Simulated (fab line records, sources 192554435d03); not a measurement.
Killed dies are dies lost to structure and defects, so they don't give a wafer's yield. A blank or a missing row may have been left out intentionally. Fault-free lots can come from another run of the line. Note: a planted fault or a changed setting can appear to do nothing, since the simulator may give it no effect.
fab line records -- flow n5-finfet -- part 1 of 2: steps 1 to 3 of 6
[record] lots = 22, wafers = 66, last-day = 18
route steps=1938 shown ZERO_LAYER@17 WELL_APT@46 PMOS_HMC_CHANNEL_EPI@69 FIN_SAQP@128 FIN_CUT@177
lots that met no fault: from a run of the same line without faults
start-h: the number of hours between the record's first day and the start of the first shown wafer of the lot -- wait-h: how many hours have passed since the lot's step before this one -- " as in the row above -- L1.1+2: a row that stands for several wafers -- - value missing, or start not given -- * or withheld: withheld -- < > ~ a bound
route shown NAME@n: a module of which the file shows steps, and the number in the route of the first -- usual: the fault-free wafers' mean and standard deviation -- same: alike in all rows -- chamber/n: place in a boat -- sites: per-site readings -- _std_site: the values' standard deviation -- _edge_site: inner sites' mean taken away from outer sites' mean -- radius-mm: for every site, how far away it sits from the centre of the wafer -- mask NAME#n: copy n -- behind: the last tool/chamber to shape the wafer -- hold: reason for holding the lot/hours on hold/outcome of the hold -- device: whichever transistor did not switch (one of n, p or np) -- end of line: the tests these same wafers got at the end of their route -- step lacking rows: just its recipe -- killed: not the wafer's yield, but the dies lost to structure and defects at the first sort -- map: per-die view of a wafer (x killed, . not killed, _ where there is no die)
set.NAME: the setting that was run; set.NAME@STEP: the one run at that earlier step -- model.NAME: the simulator's own value behind a step, which no gauge read
one table for each step of the route and one row for each wafer, over a sample of lots
services: when a tool's chamber went out of use (start-h, in hours from the record's first day, below 0 if earlier), for how many hours, and the reason
[[steps]]
[step N5_ZERO_LAYER_STRIP_24]
[recipe] chemistry = O2, power-w = 1000, temp-c = 250, overash-fraction = 0.3, pressure-mtorr = 1000, o2-flow-sccm = 6750
[usual] chamber-pressure-mTorr = 999.9/0.91, drypump-motor-current-A = 6.0/0.54, heater-power-w = 348/35, oes-product-au = 0.647/0.0047, strip-time-to-endpoint-s = 43.90/0.094
lot.wafer,tool,chamber,start-h,wait-h,chamber-pressure-mTorr,drypump-motor-current-A,heater-power-w,oes-product-au,rf-hours-counter-h,strip-time-to-endpoint-s
L074.2,plasma-asher-01,0,13.60,0.1,998.2,5.9,298,0.651,70,43.84
L074.3,plasma-asher-01,0,13.60,0.1,999.2,5.9,300,0.639,-,43.89
L074.5,plasma-asher-01,0,13.60,0.1,999.7,5.9,294,0.648,-,43.91
L075.1,plasma-asher-01,0,18.89,0.1,1001.4,5.9,293,0.650,71,43.94
L075.5,plasma-asher-01,1,18.89,0.1,999.4,5.0,368,0.645,-,43.88
L075.6,plasma-asher-01,0,18.89,0.1,999.1,5.8,287,0.645,-,43.88
L076.1,plasma-asher-02,0,25.14,0.1,1000.5,5.8,387,0.648,28,43.82
L076.3,plasma-asher-02,0,25.14,0.1,1000.0,5.8,374,0.643,-,43.87
L076.5,plasma-asher-02,0,25.14,0.1,999.0,5.8,385,0.649,-,43.94
L077.2,plasma-asher-02,0,31.05,0.1,999.1,5.8,386,0.652,29,43.94
L077.5,plasma-asher-02,0,31.05,0.1,999.8,5.8,384,0.642,-,43.98
L077.6,plasma-asher-02,1,31.05,0.1,1000.7,6.6,323,0.647,-,44.03
L078.3,plasma-asher-02,0,37.04,0.1,1000.7,5.8,388,0.650,-,43.94
L078.5,plasma-asher-02,1,37.04,0.1,1001.3,6.6,323,0.654,-,43.92
L078.6,plasma-asher-02,0,37.04,0.1,999.7,5.8,382,0.647,-,44.08
L079.2,plasma-asher-02,0,43.03,0.1,998.8,5.8,402,0.650,31,43.96
L079.5,plasma-asher-02,1,43.03,0.1,999.7,6.6,323,0.660,-,43.85
L079.6,plasma-asher-02,0,43.03,0.1,1000.1,5.8,386,0.655,-,43.94
L080.2,plasma-asher-02,1,49.03,0.1,998.8,6.6,323,0.640,32,43.76
L080.3,plasma-asher-02,0,49.03,0.1,1000.0,5.8,389,0.643,-,43.86
L080.6,plasma-asher-02,0,49.03,0.1,999.0,5.8,388,0.643,-,43.81
L081.1,plasma-asher-02,1,55.55,0.2,1000.5,6.6,320,0.647,35,43.91
L081.4,plasma-asher-02,0,55.55,0.2,999.7,5.8,386,0.640,-,43.87
L081.6,plasma-asher-02,0,55.55,0.2,999.5,5.8,380,0.647,-,43.90
L082.1,plasma-asher-02,0,60.89,0.1,998.0,5.8,385,0.648,37,43.77
L082.2,plasma-asher-02,1,60.89,0.1,998.8,6.6,320,0.648,37,43.75
L082.5,plasma-asher-02,0,60.89,0.1,999.5,5.8,385,0.639,-,43.78
L083.2,plasma-asher-02,1,67.04,0.1,1000.3,6.7,323,0.651,40,43.84
L083.5,plasma-asher-02,1,67.04,0.1,1001.2,6.7,331,0.648,-,43.86
L083.6,plasma-asher-02,0,67.04,0.1,1000.2,5.8,387,0.648,-,43.89
L084.1,plasma-asher-01,0,73.04,0.1,998.4,5.9,293,0.644,77,44.19
L084.5,plasma-asher-01,1,73.04,0.1,998.8,5.0,380,0.651,-,44.17
L084.6,plasma-asher-01,0,73.04,0.1,999.6,5.9,293,0.644,-,44.09
L085.2,plasma-asher-01,0,79.33,0.1,1001.5,5.9,297,0.657,78,43.86
L085.3,plasma-asher-01,1,79.33,0.1,1000.9,5.0,370,0.644,-,43.78
L085.5,plasma-asher-01,0,79.33,0.1,999.7,5.9,294,0.655,-,43.79
L087.2,plasma-asher-02,0,91.02,0.1,1001.7,5.8,374,0.647,46,43.92
L087.3,plasma-asher-02,0,91.02,0.1,1000.3,5.8,382,0.644,-,43.83
L087.5,plasma-asher-02,1,91.02,0.1,998.6,6.6,318,0.640,-,43.93
L088.1,plasma-asher-02,0,97.02,0.1,998.7,5.8,382,0.643,48,43.82
L088.3,plasma-asher-02,0,97.02,0.1,1000.3,5.8,378,0.648,-,43.74
L088.5,plasma-asher-02,1,97.02,0.1,1000.4,6.6,321,0.643,-,43.82
L089.1,plasma-asher-02,1,103.11,0.1,999.5,6.6,317,0.639,50,43.98
L089.2,plasma-asher-02,0,103.11,0.1,999.9,5.7,386,0.651,50,43.98
L089.5,plasma-asher-02,1,103.11,0.1,1001.6,6.6,320,0.646,-,43.95
L090.1,plasma-asher-02,1,109.32,0.1,1001.2,6.6,317,0.649,52,43.83
L090.3,plasma-asher-02,0,109.32,0.1,1000.8,5.8,394,0.643,-,43.84
L090.4,plasma-asher-02,1,109.32,0.1,1000.0,6.6,327,0.641,-,43.92
L091.1,plasma-asher-02,1,114.91,0.1,999.4,6.6,324,0.639,52,43.96
L091.2,plasma-asher-02,0,114.91,0.1,1000.0,5.8,383,0.649,52,44.06
L091.5,plasma-asher-02,0,114.91,0.1,999.5,5.8,395,0.651,-,43.95
L092.1,plasma-asher-02,1,121.93,0.1,1000.9,6.6,316,0.647,54,43.98
L092.2,plasma-asher-02,0,121.93,0.1,1001.4,5.8,378,0.656,54,43.90
L092.3,plasma-asher-02,1,121.93,0.1,1000.3,6.6,329,0.651,-,43.93
L094.2,plasma-asher-02,1,133.86,0.1,1000.3,6.6,329,0.639,56,43.90
L094.4,plasma-asher-02,1,133.86,0.1,998.8,6.6,325,0.650,-,43.96
L094.5,plasma-asher-02,0,133.86,0.1,1000.0,5.8,374,0.634,-,43.83
L095.2,plasma-asher-01,0,139.40,0.1,999.2,5.9,296,0.656,87,43.81
L095.3,plasma-asher-01,0,139.40,0.1,998.4,5.9,295,0.657,-,43.80
L095.4,plasma-asher-01,1,139.40,0.1,1001.1,5.0,384,0.647,-,43.78
L096.2,plasma-asher-01,0,144.89,0.1,1000.6,5.9,299,0.649,88,44.02
L096.3,plasma-asher-01,1,144.89,0.1,999.7,5.0,384,0.640,-,43.88
L096.6,plasma-asher-01,1,144.89,0.1,999.7,5.0,379,0.648,-,43.98
L097.1,plasma-asher-02,0,150.94,0.1,1000.8,5.8,385,0.638,60,43.85
L097.5,plasma-asher-02,0,150.94,0.1,1001.3,5.8,388,0.656,-,43.92
L097.6,plasma-asher-02,1,150.94,0.1,1000.6,6.7,317,0.653,-,43.88
[step N5_WELL_APT_DESCUM_30]
[recipe] chemistry = O2, time-s = 7.9, source-power-w = 50, bias-power-w = 20, pressure-mtorr = 20, rf-frequency-hz = 2.712e+07, temp-c = 40, o2-flow-sccm = 225
[usual] chamber-pressure-mTorr = 20.001/0.027, drypump-motor-current-A = 5.6/0.52, oes-product-au = 0.76/0.084, rf-vpp-V = 242.6/1.3, showerhead-plenum-p-Torr = 2.05/0.055, throttle-valve-pct = 20.45/0.25
lot.wafer,tool,chamber,start-h,wait-h,chamber-pressure-mTorr,drypump-motor-current-A,oes-product-au,rf-hours-counter-h,rf-vpp-V,showerhead-plenum-p-Torr,throttle-valve-pct
L074.2,rie-diel-02,2,15.53,0.0,19.982,5.4,0.70,216,243.1,1.99,20.65
L074.3,rie-diel-02,1,15.53,0.0,19.978,5.4,0.71,186,240.6,1.99,20.39
L074.5,rie-diel-02,3,15.53,0.0,19.999,6.6,0.72,-,242.8,1.98,20.00
L075.1,rie-diel-02,2,21.23,0.0,19.997,5.4,0.70,218,242.0,1.99,20.64
L075.5,rie-diel-02,0,21.23,0.0,20.014,5.5,0.76,-,243.4,2.01,20.43
L075.6,rie-diel-02,3,21.23,0.0,20.025,6.5,0.72,-,241.5,1.98,19.96
L076.1,rie-diel-01,1,27.02,0.0,20.004,6.7,0.72,203,242.7,2.07,20.78
L076.3,rie-diel-01,3,27.02,0.0,20.023,6.1,0.69,217,243.7,2.09,20.87
L076.5,rie-diel-01,1,27.02,0.0,19.972,6.7,0.72,-,241.2,2.07,20.77
L077.2,rie-diel-06,2,32.93,0.0,20.017,5.5,0.97,6,245.2,2.14,20.59
L077.5,rie-diel-06,3,32.93,0.0,19.942,5.3,0.70,-,242.0,2.08,20.28
L077.6,rie-diel-06,2,32.93,0.0,20.005,5.5,0.96,-,244.3,2.14,20.60
L078.3,rie-diel-06,3,38.95,0.0,19.969,5.3,0.69,223,243.2,2.08,20.30
L078.5,rie-diel-06,0,38.95,0.0,19.973,5.5,0.71,-,241.8,1.99,20.71
L078.6,rie-diel-06,1,38.95,0.0,20.006,4.9,0.86,-,242.8,2.12,20.12
L079.2,rie-diel-02,2,45.18,0.1,20.011,5.4,0.70,227,242.0,1.99,20.67
L079.5,rie-diel-02,0,45.18,0.1,20.018,5.6,0.75,-,241.4,2.01,20.47
L079.6,rie-diel-02,1,45.18,0.1,20.000,5.3,0.70,-,241.9,1.98,20.40
L080.2,rie-diel-06,3,51.07,0.0,20.007,5.3,0.70,227,242.8,2.07,20.31
L080.3,rie-diel-06,1,51.07,0.0,20.030,4.9,0.87,71,243.1,2.12,20.12
L080.6,rie-diel-06,0,51.07,0.0,20.007,5.5,0.71,-,240.1,1.99,20.72
L081.1,rie-diel-06,2,57.71,0.0,20.033,5.5,0.93,14,244.1,2.14,20.60
L081.4,rie-diel-06,1,57.71,0.0,20.005,4.9,0.86,73,243.7,2.12,20.12
L081.6,rie-diel-06,3,57.71,0.0,20.007,5.3,0.70,-,240.5,2.07,20.30
L082.1,rie-diel-02,2,63.79,0.0,20.001,5.4,0.69,234,241.5,1.98,20.68
L082.2,rie-diel-02,0,63.79,0.0,20.008,5.6,0.75,153,241.1,2.01,20.46
L082.5,rie-diel-02,0,63.79,0.0,19.973,5.6,0.75,-,241.9,2.01,20.47
L083.2,rie-diel-01,3,69.04,0.0,20.001,6.1,0.68,231,244.2,2.08,20.89
L083.5,rie-diel-01,1,69.04,0.0,20.021,6.7,0.71,-,241.9,2.06,20.79
L083.6,rie-diel-01,0,69.04,0.0,19.999,6.0,0.82,-,244.0,2.10,20.19
L084.1,rie-diel-01,0,75.04,0.0,20.001,6.0,0.83,77,244.5,2.10,20.22
L084.5,rie-diel-01,3,75.04,0.0,20.011,6.1,0.68,-,244.8,2.08,20.86
L084.6,rie-diel-01,0,75.04,0.0,20.005,6.0,0.83,-,242.1,2.10,20.20
L085.2,rie-diel-06,0,81.20,0.0,20.012,5.5,0.70,227,239.4,1.99,20.73
L085.3,rie-diel-06,2,81.20,0.0,20.006,5.5,0.91,23,244.2,2.14,20.62
L085.5,rie-diel-06,3,81.20,0.0,19.987,5.3,0.70,-,243.8,2.07,20.32
L087.2,rie-diel-01,3,93.10,0.1,19.984,6.1,0.69,239,244.2,2.08,20.89
L087.3,rie-diel-01,2,93.10,0.1,19.955,5.1,0.71,217,243.1,2.07,20.37
L087.5,rie-diel-01,0,93.10,0.1,19.986,6.0,0.82,-,244.5,2.10,20.21
L088.1,rie-diel-06,2,100.38,0.9,19.986,5.5,0.91,29,245.0,2.13,20.64
L088.3,rie-diel-06,0,100.38,0.9,20.004,5.5,0.71,233,241.5,1.99,20.73
L088.5,rie-diel-06,0,100.38,0.9,20.018,5.5,0.71,-,241.2,1.99,20.74
L089.1,rie-diel-06,0,106.60,1.1,20.035,5.5,0.70,236,240.8,1.99,20.75
L089.2,rie-diel-06,1,106.60,1.1,19.996,4.9,0.83,91,242.6,2.12,20.14
L089.5,rie-diel-06,1,106.60,1.1,20.023,4.9,0.83,-,242.8,2.12,20.15
L090.1,rie-diel-01,2,111.44,0.3,19.988,5.2,0.70,225,242.9,2.07,20.39
L090.3,rie-diel-01,3,111.44,0.3,20.003,6.0,0.67,247,245.1,2.08,20.89
L090.4,rie-diel-01,1,111.44,0.3,20.026,6.7,0.69,234,243.2,2.06,20.82
L091.1,rie-diel-06,1,118.58,0.9,20.022,4.9,0.83,97,245.2,2.11,20.16
L091.2,rie-diel-06,2,118.58,0.9,19.980,5.5,0.89,38,242.5,2.13,20.64
L091.5,rie-diel-06,1,118.58,0.9,20.002,4.9,0.84,-,245.2,2.11,20.15
L092.1,rie-diel-01,0,125.98,0.7,20.026,6.0,0.80,100,243.7,2.09,20.23
L092.2,rie-diel-01,1,125.98,0.7,20.009,6.6,0.69,243,241.9,2.06,20.82
L092.3,rie-diel-01,2,125.98,0.7,20.011,5.1,0.70,234,243.5,2.07,20.42
L094.2,rie-diel-06,0,136.15,0.0,19.993,5.5,0.69,253,241.4,1.98,20.76
L094.4,rie-diel-06,0,136.15,0.0,20.009,5.5,0.69,-,241.9,1.98,20.78
L094.5,rie-diel-06,1,136.15,0.0,20.026,4.9,0.82,-,243.2,2.11,20.18
L095.2,rie-diel-02,3,142.10,0.0,19.988,6.6,0.68,203,240.3,1.97,20.04
L095.3,rie-diel-02,1,142.10,0.0,20.015,5.4,0.68,220,240.4,1.98,20.41
L095.4,rie-diel-02,1,142.10,0.0,20.009,5.3,0.68,-,241.9,1.98,20.44
L096.2,rie-diel-01,2,146.83,0.1,19.955,5.1,0.69,244,244.1,2.06,20.43
L096.3,rie-diel-01,0,146.83,0.1,20.017,6.0,0.78,110,242.5,2.09,20.25
L096.6,rie-diel-01,3,146.83,0.1,19.988,6.1,0.97,-,243.6,2.08,20.50
L097.1,rie-diel-02,1,153.17,0.2,19.989,5.4,0.68,227,242.7,1.97,20.45
L097.5,rie-diel-02,0,153.17,0.2,20.010,5.6,0.72,-,243.8,2.00,20.51
L097.6,rie-diel-02,1,153.17,0.2,20.023,5.4,0.68,-,242.1,1.97,20.44
[step N5_PMOS_HMC_CHANNEL_EPI_ETCH_32]
[recipe] chemistry = N2/H2, target = BARC, stop-on = SiO2, target-depth-a = 858, over-etch-frac = 0.3, time-s = 50.3, ion-energy-ev = 200, mask-material = CAR-ArF-block, pressure-mtorr = 30, source-w = 840, bias-w = 150, n2-flow-sccm = 200, h2-flow-sccm = 200
[usual] chamber-pressure-mTorr = 30.00/0.035, drypump-motor-current-A = 5.5/0.42, h2-flow-sccm = 200.0/0.52, oes-product-au = 0.65/0.059, rf-vpp-V = 524.3/2, showerhead-plenum-p-Torr = 2.55/0.064, throttle-valve-pct = 17.90/0.14
lot.wafer,tool,chamber,start-h,wait-h,chamber-pressure-mTorr,drypump-motor-current-A,h2-flow-sccm,oes-product-au,rf-hours-counter-h,rf-vpp-V,showerhead-plenum-p-Torr,throttle-valve-pct
L074.2,rie-diel-03,2,17.95,0.0,30.07,5.1,200.9,0.60,202,524.9,2.61,17.66
L074.3,rie-diel-03,0,17.95,0.0,30.01,5.5,200.5,0.83,5,522.7,2.50,17.79
L074.5,rie-diel-03,3,17.95,0.0,30.04,5.6,199.5,0.68,-,526.5,2.66,18.01
L075.1,rie-diel-03,0,23.66,0.0,30.04,5.5,199.7,0.82,7,521.6,2.50,17.78
L075.5,rie-diel-03,3,23.66,0.0,29.98,5.6,199.5,0.68,-,527.0,2.66,18.00
L075.6,rie-diel-03,0,23.66,0.0,30.03,5.5,200.0,0.82,-,521.8,2.50,17.77
L076.1,rie-diel-05,0,29.42,0.0,29.98,5.8,200.7,0.65,144,527.4,2.64,17.84
L076.3,rie-diel-05,3,29.42,0.0,30.02,5.8,200.3,0.68,118,522.9,2.56,18.09
L076.5,rie-diel-05,1,29.42,0.0,29.95,5.6,199.7,0.64,-,524.9,2.56,17.97
L077.2,rie-diel-03,0,35.01,0.0,29.96,5.5,200.7,0.81,10,523.6,2.50,17.81
L077.5,rie-diel-03,3,35.01,0.0,30.00,5.6,200.6,0.68,-,526.7,2.66,18.02
L077.6,rie-diel-03,0,35.01,0.0,29.98,5.5,198.8,0.80,-,522.8,2.50,17.79
L078.3,rie-diel-05,3,41.48,0.0,30.01,5.8,199.6,0.68,122,525.2,2.56,18.08
L078.5,rie-diel-05,1,41.48,0.0,30.00,5.6,199.8,0.64,-,523.6,2.56,17.99
L078.6,rie-diel-05,0,41.48,0.0,29.99,5.8,200.9,0.65,-,526.8,2.64,17.86
L079.2,rie-diel-04,0,47.25,0.0,30.01,6.1,200.9,0.65,154,522.9,2.55,18.01
L079.5,rie-diel-04,3,47.25,0.0,30.08,5.0,200.0,0.60,-,522.0,2.50,17.83
L079.6,rie-diel-04,2,47.25,0.0,30.00,6.6,200.4,0.60,-,518.9,2.42,17.97
L080.2,rie-diel-03,2,53.42,0.0,29.98,5.1,199.5,0.59,213,525.9,2.61,17.70
L080.3,rie-diel-03,3,53.42,0.0,29.98,5.6,200.3,0.67,121,527.7,2.66,18.02
L080.6,rie-diel-03,1,53.42,0.0,30.00,5.1,199.9,0.68,-,524.3,2.54,17.77
L081.1,rie-diel-03,0,60.05,0.0,30.01,5.5,200.0,0.79,18,522.7,2.49,17.82
L081.4,rie-diel-03,2,60.05,0.0,29.96,5.1,200.2,0.59,214,527.6,2.61,17.69
L081.6,rie-diel-03,0,60.05,0.0,30.01,5.5,199.5,0.79,-,522.6,2.49,17.79
L082.1,rie-diel-04,3,66.46,0.0,30.01,5.0,199.4,0.61,210,525.1,2.49,17.84
L082.2,rie-diel-04,0,66.46,0.0,29.98,6.2,200.2,0.64,160,523.2,2.55,18.02
L082.5,rie-diel-04,2,66.46,0.0,30.03,6.5,200.2,0.61,-,519.9,2.42,18.01
L083.2,rie-diel-04,0,71.52,0.0,30.01,6.2,200.3,0.64,162,523.0,2.55,18.01
L083.5,rie-diel-04,2,71.52,0.0,29.99,6.5,200.0,0.60,-,520.0,2.42,17.99
L083.6,rie-diel-04,3,71.52,0.0,29.98,5.0,200.8,0.60,-,522.6,2.49,17.85
L084.1,rie-diel-03,3,77.83,0.0,30.00,5.6,199.4,0.66,129,526.4,2.65,18.03
L084.5,rie-diel-03,1,77.83,0.0,29.95,5.1,199.5,0.66,-,524.2,2.54,17.79
L084.6,rie-diel-03,2,77.83,0.0,30.03,5.1,200.3,0.59,-,526.5,2.61,17.70
L085.2,rie-diel-03,2,83.43,0.0,29.98,5.1,200.3,0.59,219,526.1,2.61,17.71
L085.3,rie-diel-03,3,83.43,0.0,30.00,5.6,200.7,0.67,130,527.6,2.65,18.05
L085.5,rie-diel-03,3,83.43,0.0,29.99,5.6,199.6,0.66,-,527.1,2.65,18.04
L087.2,rie-diel-04,1,95.38,0.0,30.00,5.6,199.6,0.69,93,524.4,2.56,18.11
L087.3,rie-diel-04,2,95.38,0.0,30.00,6.5,199.5,0.60,215,520.8,2.42,18.01
L087.5,rie-diel-04,1,95.38,0.0,30.01,5.5,200.4,0.70,-,525.1,2.56,18.09
L088.1,rie-diel-05,3,102.51,0.0,29.96,5.8,200.4,0.66,138,522.3,2.56,18.11
L088.3,rie-diel-05,0,102.51,0.0,29.99,5.8,199.7,0.63,165,527.4,2.63,17.88
L088.5,rie-diel-05,3,102.51,0.0,30.00,5.8,199.8,0.67,-,523.1,2.56,18.10
L089.1,rie-diel-05,0,108.98,0.0,30.03,5.8,199.9,0.64,166,526.7,2.63,17.89
L089.2,rie-diel-05,1,108.98,0.0,30.03,5.5,200.1,0.63,167,523.8,2.55,18.01
L089.5,rie-diel-05,2,108.98,0.0,30.00,5.2,200.5,0.64,-,524.2,2.53,17.73
L090.1,rie-diel-04,0,113.66,0.0,30.01,6.2,199.7,0.63,173,524.0,2.54,18.03
L090.3,rie-diel-04,1,113.66,0.0,29.99,5.5,199.9,0.68,99,525.1,2.55,18.11
L090.4,rie-diel-04,2,113.66,0.0,30.03,6.6,198.8,0.60,221,520.7,2.41,18.01
L091.1,rie-diel-03,1,121.83,0.0,30.03,5.1,199.7,0.66,133,524.9,2.53,17.82
L091.2,rie-diel-03,2,121.83,0.0,30.00,5.1,199.8,0.58,229,525.9,2.60,17.72
L091.5,rie-diel-03,1,121.83,0.0,30.00,5.1,199.3,0.66,-,523.4,2.53,17.81
L092.1,rie-diel-03,3,128.38,0.0,29.97,5.6,200.4,0.65,144,527.5,2.65,18.06
L092.2,rie-diel-03,2,128.38,0.0,30.01,5.1,199.8,0.58,232,525.2,2.60,17.74
L092.3,rie-diel-03,0,128.38,0.0,30.02,5.5,199.9,0.75,41,523.2,2.49,17.85
L094.2,rie-diel-04,0,139.37,0.0,30.00,6.2,200.9,0.64,176,524.2,2.54,18.06
L094.4,rie-diel-04,3,139.37,0.0,30.01,5.0,199.5,0.59,226,523.0,2.49,17.89
L094.5,rie-diel-04,0,139.37,0.0,30.02,6.2,201.1,0.64,-,522.5,2.54,18.04
L095.2,rie-diel-05,2,144.31,0.0,29.99,5.3,199.2,0.63,168,524.5,2.53,17.73
L095.3,rie-diel-05,0,144.31,0.0,29.99,5.8,201.3,0.62,181,526.9,2.63,17.91
L095.4,rie-diel-05,3,144.31,0.0,30.00,5.8,200.3,0.65,154,524.3,2.55,18.14
L096.2,rie-diel-05,0,149.50,0.0,29.99,5.8,200.7,0.62,183,526.1,2.63,17.91
L096.3,rie-diel-05,3,149.50,0.0,30.03,5.8,199.0,0.64,156,524.8,2.55,18.13
L096.6,rie-diel-05,3,149.50,0.0,29.95,5.8,199.5,0.64,-,524.6,2.55,18.14
L097.1,rie-diel-05,0,155.56,0.0,30.01,5.8,199.7,0.62,184,526.0,2.63,17.91
L097.5,rie-diel-05,0,155.56,0.0,29.98,5.8,199.7,0.63,-,528.1,2.63,17.91
L097.6,rie-diel-05,1,155.56,0.0,30.01,5.6,199.7,0.62,-,523.7,2.54,18.05
